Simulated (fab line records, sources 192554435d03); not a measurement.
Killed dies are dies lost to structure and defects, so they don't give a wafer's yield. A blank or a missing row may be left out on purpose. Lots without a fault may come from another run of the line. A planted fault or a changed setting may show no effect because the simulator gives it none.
Which tool did it? | flow n5_finfet | 24 lots, 72 wafers sampled, at 5 steps of a route of 1938

WHAT THE GAUGES READ, wafer by wafer
N5_PMOS_HMC_CHANNEL_EPI_OVL_MEAS_10. Usual: PMOS_HMC_BLK_OVL 0.1 nm, standard deviation 0.83.
lot  | measured    | on         | PMOS_HMC_BLK_OVL (nm) | flag
L074 | day 1 17:49 | overlay-02 | 0.1 0.0 -0.5          |
L075 | day 1 23:36 | overlay-02 | 0.2 -1.6 -0.7         |
L076 | day 2 05:03 | overlay-01 | 1.0 1.4 0.8           |
L077 | day 2 11:08 | overlay-02 | 0.9 0.1 0.7           |
L078 | day 2 17:13 | overlay-01 | -0.6 -1.3 -1.0        |
L079 | day 3 00:10 | overlay-01 | -0.4 -0.6 0.4         |
L080 | day 3 05:16 | overlay-02 | -0.9 -1.8 -1.4        |
L081 | day 3 11:04 | overlay-01 | -0.8 0.9 0.0          |
L082 | day 3 17:32 | overlay-01 | 0.7 0.9 0.5           |
L083 | day 3 23:26 | overlay-01 | -0.6 -0.5 0.2         |
L084 | day 4 05:22 | overlay-01 | 1.2 0.5 1.0           |
L085 | day 4 11:08 | overlay-01 | 0.1 -0.3 0.3          |
L086 | day 4 17:26 | overlay-01 | -0.8 0.2 0.3          |
L087 | day 4 23:48 | overlay-01 | 0.9 0.2 0.5           |
L088 | day 5 05:29 | overlay-02 | 0.1 0.7 -0.1          |
L089 | day 5 11:29 | overlay-01 | -1.0 0.7 -0.7         |
L090 | day 5 17:44 | overlay-01 | 2.0 0.8 1.0           |
L091 | day 5 23:30 | overlay-01 | 1.0 -0.1 0.4          |
L092 | day 6 05:31 | overlay-01 | 0.7 0.6 1.1           |
L093 | day 6 11:16 | overlay-02 | -0.2 -2.1 -0.7        |
L094 | day 6 18:03 | overlay-01 | 0.4 -0.2 -0.7         |
L095 | day 7 00:04 | overlay-02 | 1.3 1.3 1.1           |
L096 | day 7 05:21 | overlay-01 | 0.8 0.7 0.1           |
L097 | day 7 11:29 | overlay-01 | -0.4 -0.1 0.1         |

N5_FIN_SAQP_OVL_MEAS_17. Usual: FIN_CORE_OVL -0.9 nm, standard deviation 0.88.
lot  | measured    | on         | FIN_CORE_OVL (nm) | flag
L074 | day 1 22:21 | overlay-01 | 1.0 -1.0 -0.9     |
L075 | day 2 04:01 | overlay-01 | -0.3 -1.4 0.1     |
L076 | day 2 10:32 | overlay-01 | -0.8 -2.4 -1.2    |
L077 | day 2 15:12 | overlay-02 | -2.5 -2.1 -1.2    |
L078 | day 2 22:42 | overlay-01 | -1.1 -2.5 -0.1    |
L079 | day 3 05:26 | overlay-02 | -0.8 -1.0 -0.7    |
L080 | day 3 09:22 | overlay-02 | -1.7 -1.0 -1.1    |
L081 | day 3 15:50 | overlay-02 | 0.2 0.7 1.4       |
L082 | day 3 21:57 | overlay-02 | -1.5 -1.0 1.7     |
L083 | day 4 03:38 | overlay-01 | -0.2 -0.4 -1.0    |
L084 | day 4 09:40 | overlay-01 | -2.8 -2.2 -2.0    |
L085 | day 4 15:42 | overlay-01 | -1.2 -2.0 -1.3    |
L086 | day 4 21:46 | overlay-01 | -1.4 -1.0 -0.6    |
L087 | day 5 06:06 | overlay-02 | -1.0 -0.6 -0.8    |
L088 | day 5 10:02 | overlay-01 | 0.3 -0.5 -0.4     |
L089 | day 5 15:44 | overlay-02 | -0.5 0.3 -0.8     |
L090 | day 5 22:35 | overlay-01 | -1.0 -2.0 -1.4    |
L091 | day 6 04:08 | overlay-02 | -1.6 -1.8 -2.5    |
L092 | day 6 09:59 | overlay-01 | -0.2 0.0 -1.2     |
L093 | day 6 15:53 | overlay-01 | -1.6 -0.6 -1.3    |
L094 | day 6 22:25 | overlay-02 | -1.1 -1.4 -1.8    |
L095 | day 7 04:22 | overlay-02 | -1.3 -0.2 0.3     |
L096 | day 7 09:54 | overlay-02 | -1.7 -0.2 -0.3    |
L097 | day 7 15:59 | overlay-01 | -1.4 -1.2 -1.5    |

WHICH TOOL RAN EACH LOT (tool, then ch and the chambers of the sampled wafers, then the start)
lot  | N5_WELL_APT_EPI_41             | N5_PMOS_HMC_CHANNEL_EPI_CMP_21 | N5_FIN_SAQP_ALD_61
L074 | epi_rpcvd-02 ch 0, day 1 16:48 | cmp-02 ch 0,1, day 1 20:20     | ald_sin-02 ch 1,2, day 1 21:14
L075 | epi_rpcvd-02 ch 0, day 1 22:37 | cmp-02 ch 1,2, day 2 01:52     | ald_sin-02 ch 0,1,3, day 2 02:46
L076 | epi_rpcvd-03 ch 0, day 2 04:16 | cmp-02 ch 0,1,2, day 2 08:30   | ald_sin-02 ch 0,1, day 2 09:17
L077 | epi_rpcvd-02 ch 0, day 2 10:04 | cmp-04 ch 1,2,3, day 2 13:09   | ald_sin-02 ch 0,1,2, day 2 14:04
L078 | epi_rpcvd-03 ch 0, day 2 16:12 | cmp-04 ch 0,1,3, day 2 19:39   | ald_sin-03 ch 0,2,3, day 2 21:34
L079 | epi_rpcvd-02 ch 0, day 2 22:58 | cmp-02 ch 0,2,3, day 3 02:58   | ald_sin-03 ch 0,1,3, day 3 04:04
L080 | epi_rpcvd-04 ch 0, day 3 04:28 | cmp-02 ch 0,1,3, day 3 07:19   | ald_sin-04 ch 0,2,3, day 3 08:13
L081 | epi_rpcvd-03 ch 0, day 3 10:08 | cmp-01 ch 0,2,3, day 3 13:31   | ald_sin-02 ch 0,3, day 3 14:28
L082 | epi_rpcvd-02 ch 0, day 3 16:20 | cmp-02 ch 1,2,3, day 3 19:43   | ald_sin-04 ch 0,2,3, day 3 20:43
L083 | epi_rpcvd-02 ch 0, day 3 22:25 | cmp-01 ch 0,3, day 4 01:31     | ald_sin-03 ch 0,1,2, day 4 02:23
L084 | epi_rpcvd-02 ch 0, day 4 04:21 | cmp-02 ch 0,2,3, day 4 07:32   | ald_sin-02 ch 0,1,3, day 4 08:25
L085 | epi_rpcvd-02 ch 0, day 4 10:02 | cmp-02 ch 0,2,3, day 4 13:12   | ald_sin-04 ch 2,3, day 4 14:22
L086 | epi_rpcvd-03 ch 0, day 4 16:20 | cmp-01 ch 1,2, day 4 19:44     | ald_sin-04 ch 0,1, day 4 20:39
L087 | epi_rpcvd-02 ch 0, day 4 22:29 | cmp-02 ch 0,2,3, day 5 02:29   | ald_sin-04 ch 0,2,3, day 5 04:47
L088 | epi_rpcvd-03 ch 0, day 5 04:36 | cmp-04 ch 1,2, day 5 07:55     | ald_sin-04 ch 1,2, day 5 08:48
L089 | epi_rpcvd-02 ch 0, day 5 10:23 | cmp-02 ch 1,3, day 5 13:43     | ald_sin-02 ch 1,3, day 5 14:37
L090 | epi_rpcvd-03 ch 0, day 5 16:38 | cmp-02 ch 0,3, day 5 20:17     | ald_sin-02 ch 0,3, day 5 21:17
L091 | epi_rpcvd-04 ch 0, day 5 22:30 | cmp-02 ch 0,2, day 6 01:52     | ald_sin-02 ch 0,2,3, day 6 02:52
L092 | epi_rpcvd-02 ch 0, day 6 04:31 | cmp-04 ch 0,2, day 6 07:52     | ald_sin-03 ch 1,2,3, day 6 08:52
L093 | epi_rpcvd-04 ch 0, day 6 10:14 | cmp-04 ch 1,3, day 6 13:52     | ald_sin-02 ch 0,2, day 6 14:46
L094 | epi_rpcvd-03 ch 0, day 6 16:45 | cmp-04 ch 1,2, day 6 20:14     | ald_sin-02 ch 0,1,2, day 6 21:14
L095 | epi_rpcvd-02 ch 0, day 6 22:45 | cmp-01 ch 1,2, day 7 02:08     | ald_sin-04 ch 1,2,3, day 7 03:02
L096 | epi_rpcvd-04 ch 0, day 7 04:18 | cmp-01 ch 1,2,3, day 7 07:40   | ald_sin-03 ch 0,3, day 7 08:29
L097 | epi_rpcvd-02 ch 0, day 7 10:26 | cmp-02 ch 0,2,3, day 7 13:52   | ald_sin-03 ch 0,1,2, day 7 14:44
- N5_WELL_APT_EPI_41: deposits Si from SiH4/H2, target thk 50 nm, time 297.7 s.
- N5_PMOS_HMC_CHANNEL_EPI_CMP_21: polishes SiGe30, target thk 54 nm.
- N5_FIN_SAQP_ALD_61: deposits SiO2, target thk 4 nm, pulse time 1 s, purge time 2 s.

WHAT THE TOOLS THEMSELVES READ (means of the sampled wafers that have a number; where no wafer has one, the mark that the record gives instead)
N5_WELL_APT_EPI_41. Usual: throttle_valve_pct 11.1 %, standard deviation 0.46.
lot  | tool         | throttle_valve_pct (%) | flag
L074 | epi_rpcvd-02 | 10.6                   |
L075 | epi_rpcvd-02 | 10.9                   |
L076 | epi_rpcvd-03 | 11.2                   |
L077 | epi_rpcvd-02 | 10.7                   |
L078 | epi_rpcvd-03 | 11.2                   |
L079 | epi_rpcvd-02 | 10.8                   |
L080 | epi_rpcvd-04 | 12.0                   |
L081 | epi_rpcvd-03 | 11.3                   |
L082 | epi_rpcvd-02 | 10.6                   |
L083 | epi_rpcvd-02 | 10.8                   |
L084 | epi_rpcvd-02 | 10.9                   |
L085 | epi_rpcvd-02 | 10.7                   |
L086 | epi_rpcvd-03 | 11.3                   |
L087 | epi_rpcvd-02 | 10.7                   |
L088 | epi_rpcvd-03 | 11.2                   |
L089 | epi_rpcvd-02 | 10.8                   |
L090 | epi_rpcvd-03 | 11.1                   |
L091 | epi_rpcvd-04 | 12.0                   |
L092 | epi_rpcvd-02 | 10.7                   |
L093 | epi_rpcvd-04 | 12.1                   |
L094 | epi_rpcvd-03 | 11.3                   |
L095 | epi_rpcvd-02 | 10.8                   |
L096 | epi_rpcvd-04 | 12.0                   |
L097 | epi_rpcvd-02 | 10.9                   |

N5_PMOS_HMC_CHANNEL_EPI_CMP_21. Usual: edge_zone_pressure_frac 1.000, standard deviation 0.0046; motor_current_A 12.2 A, standard deviation 1.3.
lot  | tool   | edge_zone_pressure_frac | motor_current_A (A) | flag
L074 | cmp-02 | 0.999                   | 12.1                |
L075 | cmp-02 | 1.000                   | 13.7                |
L076 | cmp-02 | 0.998                   | 13.0                |
L077 | cmp-04 | 1.000                   | 12.2                |
L078 | cmp-04 | 1.000                   | 11.9                |
L079 | cmp-02 | 1.005                   | 12.2                |
L080 | cmp-02 | 1.001                   | 11.6                |
L081 | cmp-01 | 0.999                   | 13.0                |
L082 | cmp-02 | 0.997                   | 12.8                |
L083 | cmp-01 | 1.003                   | 13.6                |
L084 | cmp-02 | 1.002                   | 12.4                |
L085 | cmp-02 | 0.997                   | 12.0                |
L086 | cmp-01 | 1.001                   | 12.1                |
L087 | cmp-02 | 0.996                   | 12.1                |
L088 | cmp-04 | 1.000                   | 10.9                |
L089 | cmp-02 | 1.004                   | 10.9                |
L090 | cmp-02 | 1.003                   | 11.0                |
L091 | cmp-02 | 1.001                   | 12.7                |
L092 | cmp-04 | 0.998                   | 12.0                |
L093 | cmp-04 | 0.996                   | 12.8                |
L094 | cmp-04 | 0.997                   | 11.9                |
L095 | cmp-01 | 1.004                   | 12.4                |
L096 | cmp-01 | 1.000                   | 12.3                |
L097 | cmp-02 | 1.004                   | 11.9                |

N5_FIN_SAQP_ALD_61. Usual: heater_power_outer_w 271 W, standard deviation 25; heater_power_w 487 W, standard deviation 42; precursor_pulse_height_rel 1.001, standard deviation 0.02.
lot  | tool       | heater_power_outer_w (W) | heater_power_w (W) | precursor_pulse_height_rel | flag
L074 | ald_sin-02 | 271                      | 472                | 1.019                      |
L075 | ald_sin-02 | 270                      | 486                | 1.006                      |
L076 | ald_sin-02 | 265                      | 464                | 0.998                      |
L077 | ald_sin-02 | 269                      | 489                | 0.997                      |
L078 | ald_sin-03 | 258                      | 474                | 1.013                      |
L079 | ald_sin-03 | 251                      | 454                | 1.016                      |
L080 | ald_sin-04 | 306                      | 542                | 1.002                      |
L081 | ald_sin-02 | 280                      | 509                | 0.991                      |
L082 | ald_sin-04 | 309                      | 542                | 1.017                      |
L083 | ald_sin-03 | 260                      | 479                | 1.004                      |
L084 | ald_sin-02 | 269                      | 491                | 0.998                      |
L085 | ald_sin-04 | 300                      | 525                | 0.999                      |
L086 | ald_sin-04 | 268                      | 492                | 0.999                      |
L087 | ald_sin-04 | 308                      | 548                | 1.016                      |
L088 | ald_sin-04 | 275                      | 493                | 1.010                      |
L089 | ald_sin-02 | 255                      | 440                | 0.991                      |
L090 | ald_sin-02 | 253                      | 471                | 1.006                      |
L091 | ald_sin-02 | 264                      | 479                | 0.999                      |
L092 | ald_sin-03 | 251                      | 473                | 0.998                      |
L093 | ald_sin-02 | 277                      | 493                | 1.003                      |
L094 | ald_sin-02 | 269                      | 463                | 1.004                      |
L095 | ald_sin-04 | 284                      | 503                | 1.014                      |
L096 | ald_sin-03 | 257                      | 459                | 1.021                      |
L097 | ald_sin-03 | 259                      | 473                | 1.000                      |

THE ANSWER, worked out from the rows above alone
Rule: a lot is off if the mean of its wafers that have a number lies more than 3 standard deviations from the usual mean. A lot without any number at a reading at which 4 lots or more have one is off too. The other lots that the step has rows for count as sound. The gauges are gone through in route order, then the tools' own readings, and for those a lot's mean is taken as printed above. The first step at which some lot is off is used, and at that step the reading that is off furthest; a lot without a number counts as furthest.
No lot is off at any reading shown: from this, nothing can be told.

WHAT THE SIMULATOR HAD PUT IN
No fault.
